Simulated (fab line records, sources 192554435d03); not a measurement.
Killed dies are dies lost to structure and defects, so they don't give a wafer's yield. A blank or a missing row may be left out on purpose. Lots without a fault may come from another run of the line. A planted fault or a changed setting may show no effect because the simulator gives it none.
One fault seen from 3 desks | flow n5_finfet | each desk has only its own numbers; what lay behind them comes last

THE METROLOGY DESK
What the gauges read, lot by lot, whatever tool the lot ran on: means of the sampled wafers that have a number. A lot is out of limits, marked OUT, if its mean lies more than 4 standard deviations from the usual mean; the brackets give that distance.
Columns: A = cd_nm at N5_BEOL_M5_CD_MEAS_18, usual 28.06 nm
lot  | first seen here | A
L851 | day 9 07:55     | 27.93
L852 | day 9 22:02     | 27.81
L854 | day 10 07:09    | 28.44
L853 | day 10 15:45    | 28.06
L856 | day 11 13:35    | 27.77
L858 | day 13 04:52    | 28.17
L874 | day 16 08:38    | 27.92
L870 | day 17 12:16    | 28.03
L859 | day 17 22:05    | 28.58
L873 | day 17 22:19    | 27.77
This desk's finding: nothing out of limits on any of the 10 lots.

THE DEFECT DESK
What the inspections along the route counted, lot by lot: means of the sampled wafers that have a number. A lot is out of limits, marked OUT, if its mean lies more than 4 standard deviations from the usual mean; the brackets give that distance.
Columns: A = raw_defect_count at N5_BEOL_M5_INSPECT_13, usual 387
lot  | first seen here | A
L851 | day 9 07:13     | 314
L852 | day 9 21:20     | 472
L854 | day 10 06:41    | 341
L853 | day 10 15:17    | 347
L856 | day 11 12:49    | 368
L858 | day 13 04:18    | 416
L874 | day 16 08:10    | 290
L870 | day 17 11:44    | 440
L859 | day 17 21:30    | 341
L873 | day 17 21:44    | 328
This desk's finding: nothing out of limits on any of the 10 lots.

THE TOOL OWNER'S DESK: rie_diel-03
The tool's own readings at N5_BEOL_M5_ETCH_62 (etches SOC in N2/H2, target depth 75 nm, overetch 15 nm, time 112.5 s): means of the sampled wafers that have a number, for each lot that ran on this tool. A lot is out of limits, marked OUT, if its mean lies more than 4 standard deviations from the usual mean; the brackets give that distance.
Columns: A = drypump_motor_current_A at N5_BEOL_M5_ETCH_62, usual 5.9 A; B = oes_product_au at N5_BEOL_M5_ETCH_62, usual 0.65 a.u.; C = rf_vpp_V at N5_BEOL_M5_ETCH_62, usual 523.8 V; D = showerhead_plenum_p_Torr at N5_BEOL_M5_ETCH_62, usual 2.54 Torr; E = throttle_valve_pct at N5_BEOL_M5_ETCH_62, usual 17.75 %
lot  | first seen here | A   | B    | C     | D    | E
L851 | day 9 07:34     | 5.9 | 0.66 | 524.2 | 2.55 | 17.84
L852 | day 9 21:30     | 5.8 | 0.62 | 522.4 | 2.51 | 17.72
L854 | day 10 06:48    | 6.0 | 0.67 | 523.2 | 2.51 | 17.87
L853 | day 10 15:24    | 6.1 | 0.64 | 521.6 | 2.46 | 17.67
L859 | day 17 21:37    | 6.1 | 0.61 | 522.6 | 2.47 | 17.75
This desk's finding: nothing out of limits on any of the 5 lots.

PUT TOGETHER
The metrology desk saw nothing out of limits.
The defect desk saw nothing out of limits.
The tool owner's desk saw nothing out of limits.

WHAT THE SIMULATOR HAD PUT IN
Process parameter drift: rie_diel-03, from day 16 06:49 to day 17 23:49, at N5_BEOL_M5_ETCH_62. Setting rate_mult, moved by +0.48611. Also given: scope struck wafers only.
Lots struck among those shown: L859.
